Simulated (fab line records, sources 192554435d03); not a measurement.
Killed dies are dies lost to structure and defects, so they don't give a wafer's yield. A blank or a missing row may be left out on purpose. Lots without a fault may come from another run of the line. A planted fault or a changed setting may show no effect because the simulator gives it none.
fab line records | flow n5_finfet
record lots=4 wafers=12 last_day=18
route steps=1938 shown BEOL_M7@1320 BEOL_M8@1332 PASSIVATION@1936
lots that met no fault: from a run of the same line without faults
start_h: hours from the record's first day to the start of the lot's first wafer shown | wait_h: hours since the lot's step before | " the same as in the row above | L1.1+2: a row that stands for several wafers | - no value, or no start given | * or withheld: withheld | < > ~ a bound
route shown NAME@n: a module of which the file shows steps, and the number in the route of the first | usual: mean/standard deviation of fault-free wafers | same: alike in all rows | chamber/n: place in a boat | sites: the reading at each site | _std_site: their standard deviation | _edge_site: outer sites' mean less inner sites' | radius_mm: how far each site lies from the wafer's centre | mask NAME#n: copy n | behind: the tool/chamber that last shaped the wafer | hold: why the lot was held/for how many hours/how that ended | device: the transistor (n, p or np) that didn't switch | end of line: the same wafers' tests at the end of the route | a step without rows: its recipe alone | killed: dies lost to structure and defects at the first sort, not the wafer's yield | map: a wafer's dies, x killed, . not, _ none there
set.NAME: the setting as run; set.NAME@STEP: as run at that earlier step | model.NAME: the simulator's own value behind a step, which no gauge read
lots at some steps of the route; a table a step, a row a wafer
services: from which hour (start_h, from the record's first day; less than 0 if before it) a tool's chamber was out of use, for how many hours, and why
## steps
# step N5_BEOL_M7_ALD_77
# recipe material=TaN target_thk_a=20 temp_c=275 ald_precursor_family=PDMAT ald_co_reactant=NH3 pressure_torr=3 carrier_flow_sccm=1500 pulse_time_s=2 purge_time_s=3 co_reactant_purge_time_s=2 co_reactant_pulse_time_s=3 ald_cycles=40 precursor_vessel_temp_c=75 precursor_vessel_pressure_torr=26.25 precursor_vessel_carrier_sccm=1000
# step N5_BEOL_M7_SURFACE_TREAT_79
# recipe gas=Ar time_s=* ion_energy_ev=* ion_current_ma_cm2=0.5 pressure_mtorr=* ar_flow_sccm=30
# step N5_BEOL_M7_CVD_78
# recipe material=Co target_thk_a=20 temp_c=withheld precursor=CCTBA/H2 pressure_torr=30 time_s=142.3
# step N5_BEOL_M7_SPUTTER_48
# recipe material=Cu target_thk_a=100 temp_c=-20 bias_v=60 power_w=26000 chamber_pressure_pa=0.13 time_s=1.667
# step N5_BEOL_M7_ECD_50
# recipe material=Cu target_thk_a=3000
# step N5_BEOL_M7_ANNEAL_51
# recipe temp_c=225 time_s=90 ambient=N2
# step N5_BEOL_M7_CMP_52
# recipe stop_on=SiCOH_lowk t_overpolish_s=6.9 down_force_psi=1 platen_rpm=50 clearing_platen_down_force_psi=1.5 clearing_platen_rpm=50 post_cmp_clean=cu_alkaline target_thk_nm=80 clearing_platen_pad_velocity_m_s=0.99484 pad_velocity_m_s=0.99484
# step N5_BEOL_M7_PRE_CLEAN_55
# recipe gas=NH3 time_s=15 temp_c=withheld rf_power_w=300
# step N5_BEOL_M7_DEP_56
# recipe material=SiCN target_thk_a=100 temp_c=withheld precursor=3MS/NH3 pressure_torr=3 rf_w=202 time_s=17.5
# step N5_BEOL_M8_ILD_DEP_00
# recipe material=SiCOH_lowk target_thk_a=1797.5 temp_c=300 precursor=DEMS/porogen pressure_torr=5 rf_w=500 time_s=33.4
# usual heater_power_w=317/32 showerhead_plenum_p_Torr=5.737/0.012 throttle_valve_pct=13.6/0.65
# columns lot.wafer tool chamber start_h wait_h heater_power_w showerhead_plenum_p_Torr throttle_valve_pct model.SiCOH_lowk_of_BEOL_M8_ILD_DEP_00.thk_nm
L326.2 pecvd-01 2 289.75 0.0 308 5.734 13.7 181
L326.3 " 0 " " 325 5.733 13.6 179.6
L326.5 " 0 " " 319 5.734 13.9 181.4
L327.1 pecvd-01 1 293.45 0.0 388 5.754 12.4 178.6
L327.3 " 2 " " 310 5.729 13.5 171.8
L327.6 " 0 " " 282 5.726 13.8 182.6
L328.3 pecvd-01 0 300.33 0.1 295 5.734 13.9 179.6
L328.4 " 2 " " 274 5.737 13.7 171
L328.5 " 1 " " 379 5.722 12.6 180.2
L337.1 pecvd-03 0 347.96 0.0 340 5.742 14.2 178.2
L337.3 " 1 " " 322 5.731 14.3 181.4
L337.5 " 2 " " 281 5.763 13.0 181.2
# step N5_BEOL_M8_CURE_74
# recipe temp_c=385 time_s=240 ambient=He/Ar material=SiCOH_lowk
# step N5_BEOL_M8_THK_MEAS_01
# recipe reads=SiCOH_lowk_of_BEOL_M8_ILD_DEP_00
# usual M8_ILD_THK=155.1/2
# columns lot.wafer tool chamber start_h wait_h M8_ILD_THK[nm]
L326.2 film_metro-01 - 290.33 0.4 155.9
L326.3 " - " " 154.8
L326.5 " - " " 156.5
L327.1 film_metro-02 - 294.03 0.4 153.9
L327.3 " - " " 148.1
L327.6 " - " " 157.7
L328.3 film_metro-01 - 300.91 0.3 154.7
L328.4 " - " " 147.4
L328.5 " - " " 155.4
L337.1 film_metro-02 - 348.54 0.4 153.8
L337.3 " - " " 156.4
L337.5 " - " " 156.2
# step N5_BEOL_M8_PECVD_70
# recipe material=SiO2 target_thk_a=200 temp_c=400 precursor=TEOS/O2 pressure_torr=5.5 rf_w=450 teos_flow_sccm=53.8 gas=O2 flow_sccm=3000 time_s=22.7
# step N5_BEOL_M8_HM_DEP_02
# recipe material=TiN target_thk_a=200 temp_c=25 chamber_pressure_pa=0.49996
# step N5_BEOL_M8_COAT_59
# recipe resist=SOC temp_c=250 time_s=60 spin_rpm=1500 resist_thk_nm=100
# step N5_BEOL_M8_COAT_60
# recipe resist=SiARC temp_c=220 time_s=60 spin_rpm=1500 resist_thk_nm=35
# step N5_BEOL_M8_COAT_05
# recipe resist=CAR-ArF spin_rpm=1500 resist_thk_nm=90
# step N5_BEOL_M8_EBR_07
# recipe solvent=PGMEA ebr_width_mm=1.5
# step N5_BEOL_M8_SOFTBAKE_06
# recipe temp_c=110 time_s=60 resist=CAR-ArF
# step N5_BEOL_M8_EXPOSE_08
# recipe mask_id=M8 na=1.35 source_shape=dipole sigma_inner=0.817 sigma_outer=0.97 polarization=te dose_mj=68.25
# step N5_BEOL_M8_PEB_09
# recipe peb_temp_c=withheld peb_time_s=60 resist=CAR-ArF
# step N5_BEOL_M8_DEVELOP_10
# recipe develop_time_s=30 developer=TMAH resist=CAR-ArF rinse_liquid=diw dry=air_spin dev_temp_c=23
# step N5_BEOL_M8_DESCUM_16
# recipe chemistry=O2 time_s=7.9 source_power_w=50 bias_power_w=20 pressure_mtorr=20 rf_frequency_hz=2.712e+07 temp_c=40 resist=CAR-ArF o2_flow_sccm=225
# step N5_BEOL_M8_ETCH_61
# recipe chemistry=CF4 target=SiARC target_depth_a=455 mask_material=CAR-ArF time_s=75.8 ion_energy_ev=80 pressure_mtorr=40 source_w=545 bias_w=36 Ar_flow_sccm=100 cf4_flow_sccm=100 ends=cleared
# step N5_BEOL_M8_ETCH_62
# recipe chemistry=N2/H2 target=SOC target_depth_a=1100 overetch_a=220 mask_material=SiARC temp_c=40 time_s=165 ion_energy_ev=200 pressure_mtorr=30 source_w=840 bias_w=150 n2_flow_sccm=200 h2_flow_sccm=200
# step N5_BEOL_M8_STRIP_68
# recipe chemistry=N2/H2 temp_c=40 n2_flow_sccm=200 h2_flow_sccm=200 rf_frequency_hz=6e+07
# step N5_BEOL_M8_STRIP_67
# recipe chemistry=CF4 resist=SiARC power_w=300 bias_power_w=75 pressure_mtorr=50 cf4_flow_sccm=150 rf_frequency_hz=6e+07
# step N5_BEOL_M8_HM_OPEN_17
# recipe chemistry=Cl2/BCl3 target_depth_a=200 overetch_a=60 target=TiN mask_material=SOC ion_energy_ev=150 pressure_mtorr=10 icp_w=1000 bias_w=126 Cl2_flow_sccm=53.25 bcl3_flow_sccm=21.75 Ar_flow_sccm=25
# step N5_BEOL_M8_STRIP_19
# recipe chemistry=O2 power_w=400 temp_c=40 pressure_mtorr=30 rf_frequency_hz=6e+07 bias_power_w=0 overash_fraction=0.2 o2_flow_sccm=225
# step N5_BEOL_M8_COAT_63
# recipe resist=SOC temp_c=250 time_s=60 spin_rpm=1500 resist_thk_nm=60
# step N5_BEOL_M8_COAT_64
# recipe resist=SiARC temp_c=220 time_s=60 spin_rpm=1500 resist_thk_nm=12
# step N5_BEOL_M8_COAT_71
# recipe resist=underlayer temp_c=205 time_s=60 spin_rpm=1500 resist_thk_nm=5
# step N5_BEOL_M8_COAT_22
# recipe resist=CAR-EUV spin_rpm=1500 resist_thk_nm=30
# step N5_BEOL_M8_EBR_24
# recipe solvent=PGMEA ebr_width_mm=1.5
# step N5_BEOL_M8_SOFTBAKE_23
# recipe temp_c=110 time_s=60 resist=CAR-EUV
# step N5_BEOL_M8_CMP_52
# recipe stop_on=SiCOH_lowk t_overpolish_s=6.9 down_force_psi=1 platen_rpm=50 clearing_platen_down_force_psi=1.5 clearing_platen_rpm=50 post_cmp_clean=cu_alkaline target_thk_nm=80 clearing_platen_pad_velocity_m_s=0.99484 pad_velocity_m_s=0.99484
# usual clearing_platen_down_force_psi=1.500/0.0032 motor_current_A=6.2/0.36 retaining_ring_pressure_frac=1.000/0.0059 slurry_flow_ml_min=150.1/0.46
# columns lot.wafer tool chamber start_h wait_h clearing_platen_down_force_psi motor_current_A retaining_ring_pressure_frac slurry_flow_ml_min model.SiCOH_lowk_of_BEOL_M8_ILD_DEP_00.thk_nm
L326.2 cmp-03 1 299.57 0.2 1.496 6.6 1.004 149.8 153
L326.3 " 2 " " 1.499 6.2 1.003 150.1 151.8
L326.5 " 1 " " 1.499 6.3 1.001 149.9 153.4
L327.1 cmp-01 0 301.58 0.3 1.501 6.3 1.010 150.2 151
L327.3 " 2 " " 1.495 6.6 0.992 149.9 145
L327.6 " 1 " " 1.501 6.2 0.998 149.7 154.6
L328.4 cmp-01 3 311.13 0.3 1.495 6.0 0.994 149.9 144.4
L328.3 " 0 " " 1.503 5.9 1.014 149.9 151.8
L328.5 " 0 " " 1.503 6.1 1.003 150.7 152.4
L337.1 cmp-02 1 358.76 0.3 1.499 5.3 1.007 150.6 150.6
L337.3 " 3 " " 1.499 7.0 1.004 150.6 153.4
L337.5 " 1 " " 1.502 6.1 0.998 150.6 153.2
# step N5_PASSIVATION_PROBE_49
# usual defect_limited_yield=90.9/1.4 killed_at_M0_to_M3=38/11 killed_at_M4_up=13/5.9 killed_at_contacts=14/6.4 killed_at_front_end=38/11 killed_at_other=3.3/2.5 killed_dies=107/16 killed_on_rim=14/3.6 killed_open=70/12 killed_short=35/7.7 sort_bin_5_function=5.3/0.94 sort_bin_6_memory=3.5/0.7 sort_n_pass=1073/16 sort_yield_pct=90.9/1.4
# same gross_dies=1180 killed_at_back_side=0 sort_bin_4_leakage[%]=0 sort_bin_8_speed[%]=0
# columns lot.wafer tool chamber start_h wait_h defect_limited_yield[%] killed_at_M0_to_M3 killed_at_M4_up killed_at_contacts killed_at_front_end killed_at_other killed_dies killed_on_rim killed_open killed_short sort_bin_5_function[%] sort_bin_6_memory[%] sort_n_pass sort_yield_pct[%]
L326.2 prober-01 - 372.09 0.1 90.3 34 15 15 44 7 115 15 69 41 6.3 2.7 1065 90.3
L326.3 prober-01 - 372.14 0.1 88.6 31 29 19 53 2 134 17 86 46 6.0 4.9 1046 88.6
L326.5 prober-01 - 372.24 0.2 91.8 37 7 12 39 2 97 12 56 39 4.2 3.9 1083 91.8
L328.3 prober-02 - 381.90 0.1 89.4 46 22 11 43 3 125 17 93 30 6.2 3.8 1055 89.4
L328.4 prober-02 - 381.95 0.2 90.6 34 24 8 41 4 111 15 72 38 6.0 3.0 1069 90.6
L328.5 prober-02 - 382.00 0.2 93.0 28 17 13 25 0 83 15 61 21 4.5 2.4 1097 93.0
L337.1 prober-02 - 424.41 0.0 89.6 48 14 16 43 2 123 14 88 34 6.3 3.8 1057 89.6
L337.3 prober-02 - 424.51 0.1 87.5 71 18 35 22 1 147 24 104 43 7.5 4.4 1033 87.5
L337.5 prober-02 - 424.61 0.2 90.9 42 17 20 28 0 107 18 67 36 6.1 2.7 1073 90.9
# killed by level:class
L326.2 MOL_CONTACT_COAG:geometric_particle:open=11 BEOL_M0_SAQP:geometric_particle:short=10 FIN_SAQP:geometric_particle:short=8 FIN_SAQP:geometric_particle:open=8 STI_FIN_REVEAL:geometric_particle:open=7 BEOL_M3:geometric_particle:open=7 BEOL_M0_SAQP:geometric_particle:open=6 STARTING-WAFER:geometric_particle:open=6
L326.3 FIN_SAQP:geometric_particle:open=18 MOL_CONTACT_COAG:geometric_particle:open=13 FIN_SAQP:geometric_particle:short=10 BEOL_M0_SAQP:geometric_particle:short=9 BEOL_M4:geometric_particle:open=9 BEOL_M5:geometric_particle:open=8 MOL_CONTACT_COAG:geometric_particle:short=6 BEOL_M0_SAQP:geometric_particle:open=6
L326.5 BEOL_M0_SAQP:geometric_particle:short=12 BEOL_M3:geometric_particle:open=9 MOL_CONTACT_COAG:geometric_particle:open=9 FIN_SAQP:geometric_particle:short=8 BEOL_M0_SAQP:geometric_particle:open=8 FIN_SAQP:geometric_particle:open=7 STI_FIN_REVEAL:geometric_particle:open=5 STARTING-WAFER:geometric_particle:open=4
L328.3 BEOL_M3:geometric_particle:open=16 STI_FIN_REVEAL:geometric_particle:open=14 BEOL_M0_SAQP:geometric_particle:open=13 MOL_CONTACT_COAG:geometric_particle:open=10 BEOL_M4:geometric_particle:open=10 FIN_SAQP:geometric_particle:open=7 BEOL_M0_SAQP:geometric_particle:short=6 BEOL_M4:geometric_particle:short=5
L328.4 BEOL_M0_SAQP:geometric_particle:short=12 BEOL_M4:geometric_particle:open=12 FIN_SAQP:geometric_particle:open=9 FIN_SAQP:geometric_particle:short=8 MOL_CONTACT_COAG:geometric_particle:open=7 BEOL_M0_SAQP:geometric_particle:open=7 BEOL_M5:geometric_particle:open=6 GATE_CUT:geometric_particle:open=5
L328.5 MOL_CONTACT_COAG:geometric_particle:open=11 BEOL_M4:geometric_particle:open=9 BEOL_M0_SAQP:geometric_particle:open=7 FIN_SAQP:geometric_particle:short=6 STI_FIN_REVEAL:geometric_particle:open=6 BEOL_M1:geometric_particle:open=6 BEOL_M0_SAQP:geometric_particle:short=4 BEOL_M3:geometric_particle:open=4
L337.1 FIN_SAQP:geometric_particle:open=17 MOL_CONTACT_COAG:geometric_particle:open=13 BEOL_M3:geometric_particle:open=12 BEOL_M0_SAQP:geometric_particle:open=12 BEOL_M0_SAQP:geometric_particle:short=10 STI_FIN_REVEAL:geometric_particle:open=7 FIN_SAQP:geometric_particle:short=6 BEOL_M1:geometric_particle:open=6
L337.3 MOL_CONTACT_COAG:geometric_particle:open=28 BEOL_M3:geometric_particle:open=25 BEOL_M0_SAQP:geometric_particle:open=14 STI_FIN_REVEAL:geometric_particle:open=9 BEOL_M0_SAQP:geometric_particle:short=8 MOL_CONTACT_COAG:geometric_particle:short=7 BEOL_M2:geometric_particle:open=7 BEOL_M1:geometric_particle:open=5
L337.5 MOL_CONTACT_COAG:geometric_particle:open=18 BEOL_M1:geometric_particle:open=9 BEOL_M3:geometric_particle:open=7 BEOL_M3:geometric_particle:short=6 BEOL_M0_SAQP:geometric_particle:short=5 BEOL_M0_SAQP:geometric_particle:open=5 FIN_SAQP:geometric_particle:short=4 DUMMY_GATE:geometric_particle:open=4
## services
# columns tool chamber start_h hours kind
cmp-01 - 269.31 - consumable_replace:conditioner
cmp-01 - 269.31 - consumable_replace:pad
pecvd-01 1 274.17 12.3 repair
pecvd-01 - 275.27 0.9 repair
pecvd-03 - 286.12 14.6 pm
pecvd-01 1 305.00 2.1 scheduled_down
cmp-02 - 308.14 9.1 pm
pecvd-01 0 349.73 2.1 scheduled_down
cmp-01 - 353.80 0.7 repair
## key
first_sign step=N5_BEOL_M8_THK_MEAS_01 reading=M8_ILD_THK direction=down sigmas=3.6 usual=155.1 struck=147.7
effect none on later readings
model_effect step=N5_BEOL_M8_ILD_DEP_00 value=SiCOH_lowk_of_BEOL_M8_ILD_DEP_00.thk_nm without=180.9 struck=171.4
model_effect step=N5_BEOL_M8_CMP_52 value=SiCOH_lowk_of_BEOL_M8_ILD_DEP_00.thk_nm without=153.1 struck=144.7
met_at N5_BEOL_M8_ILD_DEP_00
struck_wafers L327.3,L328.4
onset_between 289.75 293.45
fault kind=process_parameter_drift tool=pecvd-01 chamber=2 onset_h=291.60 steps=N5_BEOL_M8_ILD_DEP_00 channel=time_s offset=* shape=step end_h=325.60 acts_in=* stated=*
